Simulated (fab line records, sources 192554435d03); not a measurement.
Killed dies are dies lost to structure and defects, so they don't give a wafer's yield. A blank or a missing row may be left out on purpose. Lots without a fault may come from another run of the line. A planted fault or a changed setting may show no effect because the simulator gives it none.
Problem report in the 8D (eight disciplines) form, filled by code | flow n5_finfet | the parts of the form that need people (team, actions taken, sign-off) are left out

1. THE PROBLEM
bias_w at N5_GATE_CUT_ETCH_58 reads a mean of 23.52 W on 2 wafers of 2 lots; wafers without a fault read 21.00 W with a standard deviation of 0.063. That is +40 standard deviations from the usual mean.
The step: etches SiNx in CH3F/O2, target depth 17 nm, time 128.6 s.
First seen on wafer L249.4, day 7 04:58, on rie_diel-04. The record holds 30 wafers of 10 lots with a number at this step. Rule for "out", or "out of limits": more than 4 standard deviations from the usual mean. The other wafers with a number count as sound.

2. WHAT IT IS AND WHAT IT IS NOT
question                    | is               | is not
which readings at this step | bias_w, rf_vpp_V | drypump_motor_current_A, oes_product_au, rf_fwd_power_W, showerhead_plenum_p_Torr, throttle_valve_pct
which lots                  | L249, L251       | L238, L241, L242, L243, L246, L247, L259, L261
which wafers of those lots  | L249.4, L251.5   | L249.2, L249.6, L251.3, L251.4
read on which tools         | rie_diel-04      | rie_diel-02, rie_diel-06
when                        | from day 7 04:58 | up to then (20 sound wafers); but 8 sound wafers of L251, L259, L261 came after

3. SUSPECTS, AND WHAT RULES EACH OUT
Counting: a tool at a process step up to the reading stays a suspect if it ran every lot that is out. Sound lots after the first of them don't rule it out here, since some wafers of a struck lot are sound.
- cvd_w-01 at N5_HKMG_FIN_ALD_72 (deposits W, target thk 2 nm, pulse time 1 s, purge time 2 s): kept. It ran every lot that is out, first L249 (day 7 03:41).
- rie_diel-04 at N5_GATE_CUT_ETCH_58 (etches SiNx in CH3F/O2, target depth 17 nm, time 128.6 s): kept. It ran every lot that is out, first L249 (day 7 04:58); its last sound lot up to then is L247 (day 6 16:35). Its own readings are out on those wafers: bias_w, rf_vpp_V.
- Within rie_diel-04 at N5_GATE_CUT_ETCH_58: the wafers that are out ran in chamber 1; their sound lot-mates ran in chambers 0, 2, 3.
Left after counting: cvd_w-01 at N5_HKMG_FIN_ALD_72, rie_diel-04 at N5_GATE_CUT_ETCH_58.

4. THE CAUSE (what the simulator had put in)
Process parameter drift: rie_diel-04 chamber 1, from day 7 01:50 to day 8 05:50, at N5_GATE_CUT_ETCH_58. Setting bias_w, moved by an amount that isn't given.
Counting left 2 suspects, and this tool is among them.

5. THE CHAIN OF EFFECTS, in route order
Each row: a reading whose mean over the struck wafers that have a number lies more than 3 standard deviations from the usual. Only readings for which the record gives a usual standard deviation are gone through. hours: the time from each lot's start at the first step in this table that gives one to its start at this step, as a median over the lots. sigmas: the change in usual standard deviations.
hours | step                | reading  | usual   | on struck wafers | change | sigmas
0     | N5_GATE_CUT_ETCH_58 | bias_w   | 21.00 W | 23.52            | +2.52  | +40
0     | N5_GATE_CUT_ETCH_58 | rf_vpp_V | 99.0 V  | 107.2            | +8.2   | +9.4
The process steps in it:
- N5_GATE_CUT_ETCH_58: etches SiNx in CH3F/O2, target depth 17 nm, time 128.6 s.

6. WHAT WOULD HAVE CAUGHT IT SOONER
In this record the first reading out of limits was taken at day 7 04:58, 3 hours after the fault began at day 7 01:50.
